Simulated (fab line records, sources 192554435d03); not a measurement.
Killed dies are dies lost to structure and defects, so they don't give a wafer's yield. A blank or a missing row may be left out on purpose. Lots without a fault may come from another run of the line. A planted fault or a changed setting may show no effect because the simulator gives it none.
Which tool did it? | flow n5_finfet | 12 lots, 36 wafers sampled, at 2 steps of a route of 1938

WHAT THE GAUGES READ, wafer by wafer
N5_BEOL_M3_CD_MEAS_35: target cd 18 nm, target cd y 21 nm.
lot  | measured     | on        | cd_nm (nm)
L075 | day 8 01:20  | cd_sem-01 | 18.1 17.9 18.1
L077 | day 8 04:25  | cd_sem-03 | 18.8 17.3 17.9
L079 | day 8 14:47  | cd_sem-02 | 17.9 18.4 18.3
L081 | day 9 16:43  | cd_sem-01 | 17.7 18.2 18.1
L084 | day 10 01:58 | cd_sem-01 | 17.5 17.7 17.6
L085 | day 10 14:07 | cd_sem-03 | 18.3 17.0 18.3
L087 | day 10 17:27 | cd_sem-02 | 18.8 18.5 18.4
L089 | day 11 04:05 | cd_sem-03 | 18.6 17.5 18.2
L090 | day 11 14:40 | cd_sem-03 | 18.6 17.8 18.3
L093 | day 12 08:10 | cd_sem-01 | 18.2 19.0 18.3
L095 | day 12 19:53 | cd_sem-02 | 17.7 18.6 17.5
L096 | day 13 14:50 | cd_sem-03 | 18.0 18.3 17.7

WHICH TOOL RAN EACH LOT (tool, then ch and the chambers of the sampled wafers, then the start)
lot  | N5_BEOL_M3_ETCH_77
L075 | rie_diel-06 ch 0,2,3, day 7 20:36
L077 | rie_diel-02 ch 0,1, day 8 02:03
L079 | rie_diel-06 ch 1,3, day 8 08:37
L081 | rie_diel-04 ch 0,1, day 9 10:44
L084 | rie_diel-04 ch 0,1,3, day 9 18:16
L085 | rie_diel-04 ch 1,2,3, day 10 11:23
L087 | rie_diel-02 ch 0,1, day 10 15:35
L089 | rie_diel-02 ch 0,3, day 11 00:52
L090 | rie_diel-06 ch 0,3, day 11 13:49
L093 | rie_diel-06 ch 0,2,3, day 11 22:38
L095 | rie_diel-02 ch 0,3, day 12 13:06
L096 | rie_diel-06 ch 0,1,3, day 13 07:41
- N5_BEOL_M3_ETCH_77: etches underlayer in N2/H2, target depth 6.5 nm, time 5.2 s.

THE ANSWER, worked out from the rows above alone
Rule: what is usual is taken from the lots themselves. Put in order of their means at a reading, lots are off if they are a third of the lots or fewer, leave a main group of 4 or more, and stand apart from it by a gap of 3 or more times the standard deviation of the main group's means; of several such gaps the widest counts. A main group whose means are all the same, to the digits that the tables above print for the reading, isn't used. A lot without any number at a reading at which 4 lots or more have one is off too. The other lots that the step has rows for count as sound.
No lot is off at any reading shown: from this, nothing can be told.

WHAT THE SIMULATOR HAD PUT IN
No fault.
